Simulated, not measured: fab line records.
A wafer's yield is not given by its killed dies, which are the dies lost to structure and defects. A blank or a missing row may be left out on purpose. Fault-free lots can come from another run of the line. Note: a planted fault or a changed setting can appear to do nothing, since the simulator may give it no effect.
fab line records	flow n5_finfet	part 2 of 2: steps 5 to 6 of 6
[record] lots = 24	wafers = 72	last_day = 18
route steps=1938 shown SPACER0@258 SD_EPI_N@270
lots that met no fault: taken from a fault-free run of the same line
start_h: the number of hours between the record's first day and the start of the first shown wafer of the lot	wait_h: how many hours have passed since the lot's step before this one	" same as the row above	L1.1+2: a row that stands for several wafers	- no value, or no start was given	* or withheld: withheld	< > ~ a bound
route shown NAME@n: a module of which the file shows steps, and the number in the route of the first	usual: mean and standard deviation over wafers with no fault	same: alike in all rows	chamber/n: place in a boat	sites: the reading at each site	_std_site: their standard deviation	_edge_site: mean of outer sites minus mean of inner sites	radius_mm: how far each site lies from the wafer's centre	mask NAME#n: copy n	behind: the most recent tool/chamber to have shaped the wafer	hold: the reason the lot was held/the length of the hold in hours/how it ended	device: the n, p or np transistor that did not switch	end of line: the same wafers' tests at the end of the route	a step with no rows: only its recipe	killed: at the first sort, the dies lost to defects and structure; wafer yield is something else	map: a wafer's dies, x killed, . not, _ none there
set.NAME: the setting the step ran with; set.NAME@STEP: the setting that earlier step ran with	model.NAME: the simulator's own value behind a step, which no gauge read
steps of the route over a sample of lots; a table a step, a row a wafer
services: when a tool's chamber went out of use (start_h, in hours from the record's first day, below 0 if earlier), for how many hours, and the reason
[[steps]]
[step N5_SD_EPI_N_ETCHBACK_44]
[recipe] chemistry = CH3F/O2	mode = anisotropic_etchback	target = SiNx	target_depth_a = 145	stop_on = SiO2	over_etch_frac = 0.3	ion_energy_ev = 120	pressure_mtorr = 30	source_w = 395	bias_w = 73	Ar_flow_sccm = 150	CH3F_flow_sccm = 30	O2_flow_sccm = 20
[usual] drypump_motor_current_A = 5.6/0.39	oes_product_au = 0.68/0.076	rf_vpp_V = 297/5.1	showerhead_plenum_p_Torr = 2.02/0.063	throttle_valve_pct = 16.24/0.23
lot.wafer	tool	chamber	start_h	wait_h	drypump_motor_current_A	oes_product_au	rf_hours_counter_h	rf_vpp_V	showerhead_plenum_p_Torr	throttle_valve_pct
L074.2	rie_diel-05	3	50.66	0.0	5.7	0.64	157	306	2.00	16.18
L074.3	"	1	"	"	5.4	0.60	213	297	1.97	16.55
L074.4	"	0	"	"	5.6	0.85	1	298	2.11	16.01
L076.1	rie_diel-02	0	60.22	0.0	5.4	0.72	68	299	2.03	16.07
L076.2	"	3	"	"	5.5	0.83	5	288	1.98	16.29
L076.4	"	1	"	"	5.4	0.60	221	304	2.06	16.67
L075.3	rie_diel-04	1	60.63	0.0	5.4	0.61	220	295	1.97	16.19
L075.4	"	0	"	"	5.9	0.68	-	297	2.00	16.15
L075.5	"	1	"	"	5.4	0.60	-	293	1.97	16.19
L077.1	rie_diel-05	0	68.28	0.0	5.5	0.81	7	299	2.11	16.00
L077.4	"	3	"	"	5.7	0.64	163	306	2.00	16.18
L077.6	"	0	"	"	5.5	0.81	-	299	2.11	16.00
L078.3	rie_diel-05	0	72.91	0.0	5.6	0.81	8	299	2.11	16.00
L078.5	"	3	"	"	5.7	0.64	-	306	2.00	16.19
L078.6	"	2	"	"	5.8	0.63	-	293	2.08	15.97
L079.1	rie_diel-02	1	80.75	0.0	5.4	0.59	229	305	2.06	16.68
L079.2	"	3	"	"	5.5	0.82	12	287	1.98	16.32
L079.6	"	1	"	"	5.4	0.60	-	304	2.06	16.68
L081.2	rie_diel-04	0	95.48	0.0	5.9	0.66	146	297	2.00	16.18
L081.4	"	3	"	"	5.0	0.83	8	299	2.14	16.02
L081.5	"	3	"	"	5.0	0.83	-	299	2.14	16.04
L080.1	rie_diel-02	0	96.49	0.0	5.4	0.71	80	298	2.03	16.08
L080.2	"	3	"	"	5.5	0.80	17	288	1.97	16.33
L080.4	"	2	"	"	6.6	0.67	122	300	1.92	16.15
L082.4	rie_diel-02	3	101.96	0.0	5.5	0.79	19	288	1.97	16.34
L082.5	"	0	"	"	5.4	0.71	-	296	2.02	16.08
L082.6	"	1	"	"	5.4	0.59	-	304	2.06	16.70
L083.1	rie_diel-02	0	106.26	0.0	5.4	0.70	85	297	2.02	16.08
L083.2	"	3	"	"	5.5	0.79	21	286	1.97	16.35
L083.6	"	3	"	"	5.5	0.79	-	287	1.97	16.33
L084.3	rie_diel-04	0	113.81	0.0	5.9	0.66	150	298	2.00	16.20
L084.5	"	2	"	"	5.7	0.64	-	289	2.09	16.50
L084.6	"	1	"	"	5.4	0.59	-	294	1.96	16.22
L085.1	rie_diel-05	3	120.60	0.0	5.7	0.62	181	306	1.99	16.23
L085.3	"	0	"	"	5.6	0.77	26	298	2.10	16.02
L085.5	"	2	"	"	5.8	0.62	-	293	2.07	15.99
L086.1	rie_diel-04	3	124.42	0.0	4.9	0.81	16	299	2.14	16.04
L086.2	"	1	"	"	5.4	0.60	243	293	1.96	16.24
L086.3	"	0	"	"	5.9	0.66	154	299	2.00	16.19
L088.1	rie_diel-02	1	132.27	0.0	5.4	0.59	248	305	2.05	16.72
L088.4	"	2	"	"	6.6	0.66	-	298	1.92	16.19
L088.5	"	1	"	"	5.4	0.59	-	303	2.05	16.73
L087.1	rie_diel-02	1	134.50	0.0	5.4	0.59	249	303	2.05	16.74
L087.3	"	2	"	"	6.6	0.66	136	299	1.92	16.18
L087.4	"	2	"	"	6.6	0.67	-	298	1.92	16.18
L089.3	rie_diel-02	0	141.21	0.0	5.4	0.69	99	297	2.02	16.12
L089.5	"	1	"	"	5.4	0.59	-	304	2.05	16.74
L089.6	"	0	"	"	5.4	0.69	-	297	2.02	16.10
L090.3	rie_diel-02	2	144.22	0.0	6.6	0.66	140	298	1.92	16.17
L090.4	"	3	"	"	5.5	0.78	-	287	1.97	16.35
L090.6	"	2	"	"	6.6	0.65	-	299	1.92	16.20
L091.2	rie_diel-05	3	151.75	0.0	5.7	0.61	194	305	1.99	16.25
L091.3	"	1	"	"	5.4	0.58	250	298	1.96	16.62
L091.6	"	2	"	"	5.8	0.61	-	293	2.07	16.01
L092.2	rie_diel-04	2	156.00	0.0	5.7	0.63	169	289	2.09	16.52
L092.3	"	0	"	"	5.9	0.65	165	297	1.99	16.22
L092.4	"	2	"	"	5.7	0.63	-	288	2.09	16.52
L093.1	rie_diel-05	0	163.48	0.0	5.5	0.75	43	299	2.10	16.08
L093.2	"	3	"	"	5.7	0.61	200	306	1.98	16.25
L093.4	"	3	"	"	5.7	0.61	-	306	1.98	16.27
L094.1	rie_diel-04	1	169.54	0.0	5.3	0.82	4	294	1.96	15.80
L094.2	"	0	"	"	5.9	0.64	171	296	1.99	16.23
L094.4	"	3	"	"	5.0	0.77	35	299	2.13	16.09
L095.2	rie_diel-04	2	174.92	0.0	5.7	0.64	177	290	2.09	16.54
L095.3	"	0	"	"	5.9	0.64	172	298	1.99	16.23
L095.4	"	3	"	"	5.0	0.78	36	297	2.13	16.08
L096.3	rie_diel-02	2	183.41	0.0	6.5	0.64	155	299	1.91	16.21
L096.5	"	0	"	"	5.4	0.68	-	298	2.01	16.14
L096.6	"	1	"	"	5.4	0.79	-	303	2.05	16.28
L097.1	rie_diel-04	0	188.99	0.0	5.9	0.65	177	299	1.99	16.23
L097.4	"	1	"	"	5.4	0.79	9	292	1.95	15.80
L097.5	"	2	"	"	5.7	0.63	-	290	2.08	16.55
[step N5_SD_EPI_N_SD_RECESS_17]
[recipe] chemistry = HBr/Cl2/O2	target_depth_a = 410	mask_material = SOC	time_s = 23.7	bt_time_s = 3	pressure_mtorr = 10	icp_w = 800	bias_w = 112	HBr_flow_sccm = 150	Cl2_flow_sccm = 80	O2_flow_sccm = 12
[usual] drypump_motor_current_A = 5.7/0.34	oes_product_au = 1.007/0.015	throttle_valve_pct = 37.08/0.25
lot.wafer	tool	chamber	start_h	wait_h	drypump_motor_current_A	oes_product_au	rf_hours_counter_h	throttle_valve_pct
L074.2	rie_si-04	3	50.94	0.0	5.9	1.028	180	37.17
L074.3	"	2	"	"	5.7	1.004	146	36.84
L074.4	"	2	"	"	5.7	0.994	-	36.85
L076.1	rie_si-03	3	60.50	0.0	5.2	1.009	89	36.76
L076.2	"	0	"	"	5.6	0.983	108	37.45
L076.4	"	1	"	"	5.4	1.002	167	37.08
L075.3	rie_si-06	1	60.90	0.0	5.4	1.012	169	36.82
L075.4	"	2	"	"	5.0	1.023	65	36.98
L075.5	"	2	"	"	4.9	1.019	-	36.99
L077.1	rie_si-04	2	68.56	0.0	5.6	0.989	146	36.85
L077.4	"	3	"	"	5.9	1.026	180	37.16
L077.6	"	1	"	"	5.6	0.999	-	36.92
L078.3	rie_si-04	2	73.18	0.0	5.6	0.995	146	36.86
L078.5	"	1	"	"	5.6	1.003	-	36.93
L078.6	"	0	"	"	5.9	1.001	-	37.11
L079.1	rie_si-06	1	81.02	0.0	5.3	1.003	169	36.79
L079.2	"	2	"	"	5.0	1.023	65	36.98
L079.6	"	0	"	"	5.9	1.032	-	37.11
L081.2	rie_si-04	1	95.75	0.0	5.6	0.997	62	36.93
L081.4	"	0	"	"	6.0	1.001	32	37.11
L081.5	"	0	"	"	5.9	1.003	-	37.09
L080.1	rie_si-06	0	96.77	0.0	5.9	1.037	41	37.11
L080.2	"	3	"	"	6.3	1.003	111	37.75
L080.4	"	1	"	"	5.3	1.002	169	36.80
L082.4	rie_si-06	3	102.23	0.0	6.2	1.009	111	37.74
L082.5	"	2	"	"	5.0	1.029	-	37.01
L082.6	"	3	"	"	6.2	0.995	-	37.76
L083.1	rie_si-04	3	106.53	0.0	5.9	1.028	181	37.16
L083.2	"	2	"	"	5.7	1.001	147	36.87
L083.6	"	1	"	"	5.6	0.997	-	36.92
L084.3	rie_si-04	3	114.08	0.0	5.9	1.027	181	37.16
L084.5	"	0	"	"	5.9	1.006	-	37.12
L084.6	"	1	"	"	5.6	0.995	-	36.92
L085.1	rie_si-04	0	120.87	0.0	5.9	0.998	33	37.12
L085.3	"	2	"	"	5.6	0.987	147	36.86
L085.5	"	1	"	"	5.6	0.995	-	36.93
L086.1	rie_si-03	3	124.69	0.0	5.2	1.010	91	36.75
L086.2	"	1	"	"	5.4	0.985	168	37.06
L086.3	"	0	"	"	5.6	0.980	110	37.43
L088.1	rie_si-06	0	132.54	0.0	5.9	1.034	42	37.10
L088.4	"	1	"	"	5.4	1.001	170	36.81
L088.5	"	0	"	"	6.0	1.033	-	37.10
L087.1	rie_si-03	3	134.77	0.0	5.2	1.007	91	36.75
L087.3	"	2	"	"	6.1	1.021	103	37.12
L087.4	"	0	"	"	5.6	0.976	-	37.45
L089.3	rie_si-04	1	141.48	0.0	5.6	1.000	63	36.92
L089.5	"	3	"	"	5.9	1.028	-	37.16
L089.6	"	2	"	"	5.7	0.990	-	36.86
L090.3	rie_si-04	1	144.50	0.0	5.6	0.995	63	36.93
L090.4	"	2	"	"	5.7	0.995	148	36.86
L090.6	"	0	"	"	5.9	0.989	-	37.10
L091.2	rie_si-03	0	152.02	0.0	5.6	0.986	110	37.45
L091.3	"	2	"	"	6.1	1.028	103	37.12
L091.6	"	0	"	"	5.6	0.983	-	37.45
L092.2	rie_si-03	3	156.28	0.0	5.2	1.008	91	36.76
L092.3	"	1	"	"	5.4	0.996	168	37.09
L092.4	"	0	"	"	5.6	0.982	110	37.44
L093.1	rie_si-04	3	163.75	0.0	5.9	1.025	182	37.15
L093.2	"	0	"	"	5.9	0.990	33	37.12
L093.4	"	2	"	"	5.7	0.996	148	36.86
L094.1	rie_si-04	3	169.82	0.0	5.9	1.028	182	37.16
L094.2	"	2	"	"	5.7	0.996	148	36.87
L094.4	"	0	"	"	5.9	1.001	34	37.10
L095.2	rie_si-06	3	175.19	0.0	6.3	1.002	113	37.76
L095.3	"	1	"	"	5.3	0.996	171	36.81
L095.4	"	0	"	"	5.9	1.039	43	37.08
L096.3	rie_si-04	3	183.68	0.0	5.9	1.018	182	37.15
L096.5	"	0	"	"	5.9	1.002	-	37.09
L096.6	"	3	"	"	5.9	1.019	-	37.17
L097.1	rie_si-03	3	189.26	0.0	5.2	1.011	91	36.75
L097.4	"	1	"	"	5.4	0.999	169	37.07
L097.5	"	3	"	"	5.2	1.003	-	36.76
[[services]]
tool	chamber	start_h	hours	kind
ald_sin-01	3	29.07	2.5	repair
ald_sin-03	-	29.18	14.6	pm
rie_diel-02	3	29.72	-	clean
rie_diel-02	3	29.72	-	consumable_replace:focus_ring
rie_diel-02	3	29.72	16.1	scheduled_down
rie_diel-02	3	29.72	16.1	vent_cycle
rie_diel-04	-	33.76	2.8	pm
rie_si-04	0	36.16	16.7	repair
rie_diel-02	1	41.35	10.3	repair
ald_sin-01	-	45.26	0.7	repair
rie_si-06	-	64.93	0.8	repair
rie_diel-04	-	86.97	0.2	repair
rie_diel-05	1	89.57	3.7	repair
rie_diel-04	3	103.87	1.6	repair
ald_sin-01	1	118.26	2.5	repair
rie_diel-02	2	123.38	3.3	repair
rie_diel-02	3	124.20	18.9	repair
rie_diel-05	2	127.78	5.4	repair
rie_diel-04	0	133.20	5.6	repair
rie_si-03	1	134.56	6.4	repair
rie_si-03	-	158.67	28.1	pm
ald_sin-03	-	174.14	0.8	repair
ald_sin-02	-	176.75	14.0	pm
ald_sin-01	-	180.58	6.0	pm
